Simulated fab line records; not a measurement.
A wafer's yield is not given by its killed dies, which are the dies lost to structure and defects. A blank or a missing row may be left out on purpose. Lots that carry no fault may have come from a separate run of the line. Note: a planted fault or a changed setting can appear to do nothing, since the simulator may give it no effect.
Which tool was responsible?	flow n5_finfet	30 wafers from 10 lots sampled at 3 of the route's 1938 steps

== WHAT THE GAUGES READ, wafer by wafer ==
N5_HKMG_FIN_CD_MEAS_49: the cd target is 202 nm.
lot	measured	on	cd_nm (nm)
L356	day 4 02:46	cd_sem-03	203.7 203.0 202.6
L360	day 5 04:04	cd_sem-02	201.6 202.7 202.8
L361	day 5 09:23	cd_sem-01	202.4 203.0 201.7
L364	day 6 02:11	cd_sem-01	201.8 200.4 201.6
L365	day 6 06:14	cd_sem-03	202.4 202.5 202.3
L368	day 7 06:22	cd_sem-02	201.9 207.5 207.1
L375	day 8 17:49	cd_sem-03	202.0 202.4 202.1
L376	day 9 00:26	cd_sem-02	202.9 202.2 202.3
L378	day 9 13:27	cd_sem-02	202.6 203.0 204.1
L379	day 9 16:41	cd_sem-01	202.5 203.4 203.1

== WHICH TOOL RAN EACH LOT (tool, then ch and the chambers of the sampled wafers, then the start) ==
lot	N5_HKMG_FIN_HK_ALD_01	N5_HKMG_FIN_PEB_47
L356	ald_hk-03 ch 2,3, day 4 01:57	litho_track-01 ch 0, day 4 02:43
L360	ald_hk-03 ch 0,1,3, day 5 03:04	litho_track-05 ch 0, day 5 03:59
L361	ald_hk-03 ch 1,2,3, day 5 08:27	litho_track-01 ch 0, day 5 09:20
L364	ald_hk-03 ch 0,1, day 6 01:14	litho_track-03 ch 0, day 6 02:07
L365	ald_hk-01 ch 1,2,3, day 6 05:17	litho_track-05 ch 0, day 6 06:10
L368	ald_hk-02 ch 0,3, day 7 05:16	litho_track-05 ch 0, day 7 06:17
L375	ald_hk-02 ch 0,1,2, day 8 16:50	litho_track-01 ch 0, day 8 17:45
L376	ald_hk-02 ch 2,3, day 8 23:37	litho_track-03 ch 0, day 9 00:23
L378	ald_hk-03 ch 0,2,3, day 9 12:38	litho_track-01 ch 0, day 9 13:23
L379	ald_hk-01 ch 1,2, day 9 15:51	litho_track-01 ch 0, day 9 16:37
- N5_HKMG_FIN_HK_ALD_01: deposits HfO2, target thk 1.6 nm, pulse time 3 s, purge time 3 s.
- N5_HKMG_FIN_PEB_47: peb time 60 s.

== THE ANSWER, worked out from the rows above alone ==
Rule: the usual values come from the lots themselves. The widest of any qualifying gaps counts: lots, ordered by their means at a reading, are off when they make up no more than a third of the lots, leave a main group of 4 or more, and stand apart from it by 3 or more times the standard deviation of that group's means. If all means in a main group match to the digits the tables above print for the reading, that group is not used. A lot without any number at a reading at which 4 lots or more have one is off too. Any other lot the step has rows for is counted as sound.
Off: L368, at N5_HKMG_FIN_CD_MEAS_49 (cd_nm). Main group: mean 202.5 nm, sd 0.56.
A tool fits if, at a process step before that reading, it ran every lot that is off, and no sound lot after the first of them. Gauges at N5_HKMG_FIN_CD_MEAS_49: tried the same way as those tools. One candidate fits, namely litho_track-05 at N5_HKMG_FIN_PEB_47. Its last sound lot is L365 (day 6 06:10), its first lot that is off L368 (day 7 06:17): a fault that began between those two fits.

== WHAT HAD BEEN PUT IN BY THE SIMULATOR ==
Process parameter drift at N5_HKMG_FIN_PEB_47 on litho_track-05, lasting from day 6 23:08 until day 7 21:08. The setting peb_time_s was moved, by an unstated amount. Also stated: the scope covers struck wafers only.
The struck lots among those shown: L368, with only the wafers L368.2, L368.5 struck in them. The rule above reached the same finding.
